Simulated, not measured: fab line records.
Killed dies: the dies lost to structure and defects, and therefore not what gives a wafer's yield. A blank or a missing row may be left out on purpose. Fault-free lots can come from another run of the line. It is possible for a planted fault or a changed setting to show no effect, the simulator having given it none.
Struck lot and sound lot, side by side || flow nand harc || 17 steps out of a route of 1302
Sound: wafers L395.2, L395.5, L395.6. Wafers L403.3, L403.4, L403.5 were the ones struck. Last of all comes the cause.
For every step that has rows: the tool of each side, followed by ch and its chambers, followed by its first start. Under that, the readings that differ: sound wafers || struck wafers || difference of the means || sigmas: that difference in standard deviations of wafers without a fault.
alike: readings with means less than 2 such deviations apart, plus words and numbers identical on both sides. not compared: withheld readings, readings lacking a value on some wafer, bounds such as >300 that could conceal the same value, and numbers that have no deviation in the record and whose values overlap.
A row with sigmas, a row that says differs or no value, or rows on one side alone: a step with any of these is where the two part. When numbers do not overlap yet have no deviation, they are printed without sigmas and do not part them. Lack of a reading on every wafer of one side parts them only where that side has two or more wafers.

NHARC_P_M2_INSPECT_11:
  struck on defect inspect-02, day 9 18:43; sound on defect inspect-01, day 6 16:41
  alike: raw defect count
then, 1 step without rows for these wafers: NHARC_P_M2_DESCUM_14 (chemistry O2, time 3 s).
NHARC_P_M2_ETCH_35: etches the open film in N2/H2, target depth 40 nm, overetch 12 nm, time 43.94 s.
  sound on rie diel-12 ch 0,1,2, day 6 16:50; struck on rie diel-12 ch 0,3, day 9 18:51
  alike: drypump motor current A, h2 flow sccm, oes product au, rf vpp V, showerhead plenum p Torr, throttle valve pct
  not compared: rf hours counter h
then, 1 step without rows for these wafers: NHARC_P_M2_ETCH_15 (etches the open film in C4F8/Ar, target depth 182.5 nm, time 91.2 s).
NHARC_P_M2_CD_MEAS_16:
  struck on cd sem-03, day 9 19:05; sound on cd sem-03, day 6 17:03
  alike: cd nm
NHARC_P_M2_STRIP_18: strips in N2/H2.
  sound on rie diel-10 ch 0,1, day 6 17:08; struck on rie diel-10 ch 0,1,3, day 9 19:12
  alike: drypump motor current A, h2 flow sccm, oes product au, rf vpp V, showerhead plenum p Torr, throttle valve pct
  not compared: rf hours counter h
NHARC_P_M2_ETCH_28: etches the open film in CF4/N2, target depth 30 nm, time 72.99 s.
  sound: rie diel-10 ch 1,2; struck: rie diel-10 ch 0,1
  alike: drypump motor current A, oes product au, rf vpp V, showerhead plenum p Torr, throttle valve pct
  not compared: rf hours counter h
then, 1 step without rows for these wafers: NHARC_P_M2_STRIP_19 (strips in post etch residue remover, time 600 s).
NHARC_P_M2_DEGAS_29: time 60 s.
  struck on pvd sputter-03, day 9 19:47; sound on pvd sputter-02, day 6 17:46
  alike: heater power w
then, 1 step without rows for these wafers: NHARC_P_M2_PRE_CLEAN_30 (time 30 s).
NHARC_P_M2_PVD_20: deposits TaN, target thk 5 nm, time 8.06 s.
  sound on pvd sputter-02; struck on pvd sputter-03
  alike: cathode dc power W, substrate temp c, throttle valve pct
then, 1 step without rows for these wafers: NHARC_P_M2_PVD_21 (deposits Cu, target thk 30 nm, time 20.49 s).
NHARC_P_M2_ECD_22: material Cu, target thk 400 nm.
  sound on ecd cu-02 ch 0,1, day 6 18:10; struck on ecd cu-02 ch 0,1, day 9 20:15
  no value came back on the struck wafers for bath heat duty pct (%), bath temp c (C); on the sound wafers bath heat duty pct (%) reads 4.5 6.1 5.0
then, 1 step without rows for these wafers: NHARC_P_M2_ANNEAL_31 (time 90 s).
NHARC_P_M2_CMP_23: polishes, t overpolish 20 s, target thk 144.3 nm.
  sound on cmp-02 ch 1,2, day 6 18:52; struck on cmp-01 ch 1,3, day 9 20:54
{"reading": "time to endpoint s (s)", "sound": "30.0 26.1 29.0", "struck": "6.1 5.6 2.8", "difference": -23.5, "sigmas": -8}
  alike: motor current A
NHARC_P_M2_THK_MEAS_24: measures by xrf.
  struck on film metro-01, day 9 21:13; sound on film metro-02, day 6 19:10
{"reading": "thk nm (nm)", "sound": "146.4 142.7 145.7", "struck": "30.7 28.0 27.7", "difference": -116.1, "sigmas": -77}
then, 1 step without rows for these wafers: NHARC_P_M2_SRD_25.

WHERE THEY PART
Earliest at NHARC_P_M2_ECD_22; latest, in this record, at NHARC_P_M2_THK_MEAS_24.

WHY: what the simulator had put in
Step skipped in full: ecd cu-02, at NHARC_P_M2_ECD_22, from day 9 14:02 onward. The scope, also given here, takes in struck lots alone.
